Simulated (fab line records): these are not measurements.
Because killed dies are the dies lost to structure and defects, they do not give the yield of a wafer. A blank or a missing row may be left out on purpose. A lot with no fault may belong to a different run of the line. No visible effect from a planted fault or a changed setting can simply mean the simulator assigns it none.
Which tool is to blame? -- flow n5_finfet -- 9 lots, 27 wafers sampled, at 5 steps of a route of 1938

== WHAT THE GAUGES READ, wafer by wafer ==
N5_HKMG_FIN_CD_MEAS_12: target cd 92.8 nm.
lot,measured,on,cd_nm (nm)
L448,day 4 04:44,cd_sem-03,92.9 92.1 93.9
L449,day 4 11:32,cd_sem-03,92.9 93.0 93.4
L459,day 6 22:40,cd_sem-02,92.3 92.7 92.0
L461,day 7 10:12,cd_sem-01,93.4 94.1 93.1
L467,day 8 20:55,cd_sem-03,78.7 77.8 78.1
L468,day 9 03:57,cd_sem-01,93.1 92.4 93.1
L469,day 9 08:43,cd_sem-02,81.3 81.5 80.7
L470,day 9 18:32,cd_sem-03,92.6 92.5 92.2
L471,day 9 20:10,cd_sem-02,92.8 92.6 92.6

== WHAT TOOL EACH LOT RAN ON (gives the tool, then ch and the chambers of the sampled wafers, and finally the start) ==
lot,N5_HKMG_FIN_ETCH_55,N5_HKMG_FIN_STRIP_57,N5_HKMG_FIN_ALD_79,N5_HKMG_FIN_EXPOSE_09
L448,"rie_diel-04 ch 0,2,3, day 4 01:33","rie_diel-04 ch 0,2,3, day 4 01:44","ald_metal-02 ch 0,1,3, day 4 02:49","arfi_scanner-01 ch 0, day 4 04:37"
L449,"rie_diel-05 ch 0,1,3, day 4 08:17","rie_diel-05 ch 0,1,3, day 4 08:29","ald_metal-02 ch 0,1,2, day 4 09:34","arfi_scanner-03 ch 0, day 4 11:24"
L459,"rie_diel-04 ch 0,1,3, day 6 19:23","rie_diel-04 ch 0,1,3, day 6 19:34","ald_metal-02 ch 0,1,3, day 6 20:39","arfi_scanner-02 ch 0, day 6 22:32"
L461,"rie_diel-04 ch 1,2, day 7 07:05","rie_diel-04 ch 1,2, day 7 07:17","ald_metal-01 ch 0,1,2, day 7 08:22","arfi_scanner-02 ch 0, day 7 10:05"
L467,"rie_diel-05 ch 0,2, day 8 17:44","rie_diel-05 ch 0,2, day 8 17:55","ald_metal-04 ch 0,1,3, day 8 19:01","arfi_scanner-02 ch 0, day 8 20:49"
L468,"rie_diel-04 ch 1,2, day 9 00:20","rie_diel-04 ch 1,2, day 9 00:37","ald_metal-02 ch 2,3, day 9 02:02","arfi_scanner-01 ch 0, day 9 03:50"
L469,"rie_diel-04 ch 1,2,3, day 9 05:26","rie_diel-04 ch 1,2,3, day 9 05:37","ald_metal-04 ch 0,3, day 9 06:42","arfi_scanner-02 ch 0, day 9 08:36"
L470,"rie_diel-04 ch 0,2, day 9 15:20","rie_diel-04 ch 0,2, day 9 15:32","ald_metal-01 ch 0,1,3, day 9 16:37","arfi_scanner-03 ch 0, day 9 18:25"
L471,"rie_diel-05 ch 1,2, day 9 16:58","rie_diel-05 ch 1,2, day 9 17:10","ald_metal-01 ch 0,1,3, day 9 18:14","arfi_scanner-01 ch 0, day 9 20:02"
- N5_HKMG_FIN_ETCH_55: etches SOC in N2/H2, target depth 240 nm, time 300 s.
- N5_HKMG_FIN_STRIP_57: strips in CF4.
- N5_HKMG_FIN_ALD_79: deposits TiN, target thk 1.5 nm, pulse time 1 s, purge time 3 s.
- N5_HKMG_FIN_EXPOSE_09: exposes mask NWFM.

== THE ANSWER, worked out from the rows above alone ==
Rule: the usual values come from the lots themselves. Put in order of their means at a reading, lots are off if they are a third of the lots or fewer, leave a main group of 4 or more, and stand apart from it by a gap of 3 or more times the standard deviation of the main group's means; of several such gaps the widest counts. If all means in a main group match to the digits the tables above print for the reading, that group is not used. Also off: a lot with no number at a reading for which 4 or more lots have one. Where the step has rows for the other lots, those lots are counted as sound.
Off: L467, L469, at N5_HKMG_FIN_CD_MEAS_12 (cd_nm). For the main group the mean is 92.8 nm and the standard deviation 0.38.
A tool fits if, at a process step before that reading, it ran every lot that is off, and no sound lot after the first of them. The gauges at N5_HKMG_FIN_CD_MEAS_12 are tried like those tools. 2 tools fit, ald_metal-04 at N5_HKMG_FIN_ALD_79 and arfi_scanner-02 at N5_HKMG_FIN_EXPOSE_09, so this cannot tell which one it is.

== WHAT THE SIMULATOR HAD PUT IN ==
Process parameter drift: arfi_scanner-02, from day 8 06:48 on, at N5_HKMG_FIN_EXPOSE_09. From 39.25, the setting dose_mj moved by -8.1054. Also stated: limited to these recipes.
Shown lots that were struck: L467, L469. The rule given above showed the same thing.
